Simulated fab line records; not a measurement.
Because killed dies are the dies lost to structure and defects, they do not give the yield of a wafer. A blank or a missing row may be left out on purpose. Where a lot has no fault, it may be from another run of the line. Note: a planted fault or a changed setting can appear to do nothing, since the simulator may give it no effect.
A struck lot beside a sound one + flow n5_finfet + 15 steps out of a route of 1938
Sound: these wafers, L230.1, L230.4, L230.6. Struck: wafers L244.3, L244.5 (left out: L244.2, a lot-mate that was not struck); the cause follows at the end.
Each step with rows lists, per side, the tool, then ch with its chambers, then its first start. Under that, the readings that differ: sound wafers + struck wafers + difference of the means + sigmas: that difference in standard deviations of wafers without a fault.
alike: readings with means less than 2 such deviations apart, plus words and numbers identical on both sides. not compared: withheld readings, readings lacking a value on some wafer, bounds such as >300 that could conceal the same value, and numbers that have no deviation in the record and whose values overlap.
A row with sigmas, a row that says differs or no value, or rows on one side alone: a step with any of these is where the two part. Non-overlapping numbers with no deviation appear without sigmas and do not part them. A reading missing from all wafers of one side parts the sides only when that side holds two or more wafers.

first, 1 step without rows for these wafers: N5_BEOL_M5_SPUTTER_83 (material Cu, target thk 15 nm, time 27.62 s).
N5_BEOL_M5_ANNEAL_84: time 1800 s.
  sound: pvd_sputter-03 at day 10 04:38; struck: pvd_sputter-02 at day 13 15:50
  alike: heater_power_w
then, 1 step without rows for these wafers: N5_BEOL_M5_SPUTTER_88 (material Cu, target thk 15 nm, time 27.62 s).
N5_BEOL_M5_ANNEAL_89: time 1800 s.
  sound: pvd_sputter-03 at day 10 05:44; struck: pvd_sputter-02 at day 13 16:56
  alike: heater_power_w
N5_BEOL_M5_SPUTTER_90: material Cu, target thk 4.5 nm, time 8.29 s.
  sound: pvd_sputter-03 at day 10 06:44; struck: pvd_sputter-02 at day 13 17:56
  alike: throttle_valve_pct
then, 2 steps without rows for these wafers: N5_BEOL_M5_ECD_50 (material Cu, target thk 300 nm); N5_BEOL_M5_ANNEAL_51 (time 90 s).
N5_BEOL_M5_CMP_52: polishes, stops on SiCOH lowk, t overpolish 6.9 s, target thk 62 nm.
  sound on cmp-01 ch 0,3, day 10 07:14; struck on cmp-01 ch 0,3, day 13 18:52
  alike: barrier_field_endpoint_s, motor_current_A, overpolish_run_s, slurry_filter_dp_kPa, time_to_endpoint_s
N5_BEOL_M5_THK_MEAS_53: measures by xrf.
  sound: film_metro-01 at day 10 07:32; struck: film_metro-02 at day 13 19:07
  alike: M5_THK
N5_BEOL_M5_PRE_CLEAN_77: time 15 s.
  sound on cvd_co-01 ch 0,1,2, day 10 07:34; struck on cvd_co-01 ch 1, day 13 19:09
  alike: heater_power_w
then, 2 steps without rows for these wafers: N5_BEOL_M5_CO_CAP_78 (material Co, precursor CCTBA/H2, target thk 2 nm, time 102.1 s); N5_BEOL_M5_PRE_CLEAN_55 (time 15 s).
N5_BEOL_M5_DEP_56: deposits SiCN from 3MS/NH3, target thk 8 nm, time 14 s.
  sound on pecvd-03 ch 1,2, day 10 07:44; struck on pecvd-03 ch 2, day 13 19:19
| reading                                  | sound   | struck | difference | sigmas |
|------------------------------------------|---------|--------|------------|--------|
| model.SiCN_of_BEOL_M5_DEP_56.thk_nm (nm) | 7.8 8 8 | 3 3    | -5         |        |
  alike: showerhead_plenum_p_Torr, throttle_valve_pct
N5_BEOL_M5_RS_MEAS_57: a four-point-probe measurement.
  sound: film_metro-01 at day 10 07:48; struck: film_metro-01 at day 13 19:23
  alike: M5_RS
N5_PASSIVATION_PROBE_49:
  sound wafers here have rows in the record (prober-01, day 14 09:32); struck ones have none

WHERE THEY PART
N5_PASSIVATION_PROBE_49 only, going by this record.

WHY: the cause the simulator had injected
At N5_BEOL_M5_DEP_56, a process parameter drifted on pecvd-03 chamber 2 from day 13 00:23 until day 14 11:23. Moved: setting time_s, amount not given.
